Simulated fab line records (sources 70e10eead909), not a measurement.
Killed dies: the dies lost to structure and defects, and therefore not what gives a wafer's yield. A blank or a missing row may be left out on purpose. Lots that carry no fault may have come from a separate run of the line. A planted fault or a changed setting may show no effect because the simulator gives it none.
Matching of chambers | flow nand harc | NHARC_A_CONTACT_ALD_18 on ald metal-02: 4 sister chambers
The step deposits TiN, target thk 3 nm, pulse time 1 s, ald cycles 150. 18 wafers are shown with their chamber, then 9 later ones without.

## WAFERS, EACH WITH ITS CHAMBER
wafer  | chamber | heater power w (W) | precursor pulse height rel
L074.1 | 2       | 1099               | 0.967
L074.2 | 3       | 1086               | 1.040
L074.5 | 2       | 1077               | 1.018
L079.3 | 0       | 1076               | 1.008
L079.4 | 3       | 1075               | 0.983
L079.6 | 0       | 1097               | 0.996
L082.2 | 0       | 1099               | 1.033
L082.4 | 3       | 1072               | 1.019
L082.6 | 2       | 1089               | 1.007
L081.2 | 0       | 1086               | 1.029
L081.4 | 3       | 1104               | 0.994
L081.5 | 2       | 1091               | 0.989
L080.2 | 0       | 1075               | 1.002
L080.4 | 3       | 1058               | 0.992
L080.5 | 0       | 1096               | 1.046
L088.3 | 2       | 1119               | 0.987
L088.5 | 0       | 1107               | 1.028
L088.6 | 1       | 1021               | 0.982

SIGNATURES, as means of the wafers listed above
reading                    | chamber 0 | chamber 1 | chamber 2 | chamber 3 | scatter within a chamber
heater power w             | 1090.86   | 1021.00   | 1095.00   | 1079.00   | 14.7
precursor pulse height rel | 1.02029   | 0.98200   | 0.99360   | 1.00560   | 0.0203
Rule: for a wafer and a chamber, the distance is found by dividing, reading by reading, the gap between the wafer's reading and the chamber's mean by the reading's scatter, squaring, summing and taking the root. If the next closest chamber is less than 2 further off than the closest, the wafer can't be placed; otherwise it belongs to the closest. How the scatter is found: for the shown wafers, subtract from each reading the mean of its chamber, square and add these, divide the total by (wafers less chambers), then take the root.

## WAFERS MISSING THEIR CHAMBER
wafer  | heater power w (W) | precursor pulse height rel
L090.1 | 1076               | 1.010
L090.2 | 977                | 0.981
L090.3 | 1101               | 1.013
L094.1 | 1010               | 0.999
L094.4 | 1083               | 0.988
L094.5 | 990                | 0.966
L095.1 | 999                | 0.977
L095.4 | 1133               | 1.017
L095.5 | 1091               | 0.995

## THE CHAMBER EACH PASSED THROUGH
wafer  | from the rows above          | in truth
L090.1 | can't be placed: 3 or 0 or 2 | 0
L090.2 | 1                            | 1
L090.3 | can't be placed: 0 or 2 or 3 | 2
L094.1 | 1                            | 1
L094.4 | can't be placed: 2 or 3 or 0 | 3
L094.5 | 1                            | 1
L095.1 | 1                            | 1
L095.4 | can't be placed: 2 or 0 or 3 | 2
L095.5 | can't be placed: 2 or 3 or 0 | 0
Placed correctly: 4 of 9. From these rows, 5 cannot be placed; in 5 the true chamber is one of the candidates. Number placed wrongly: 0.
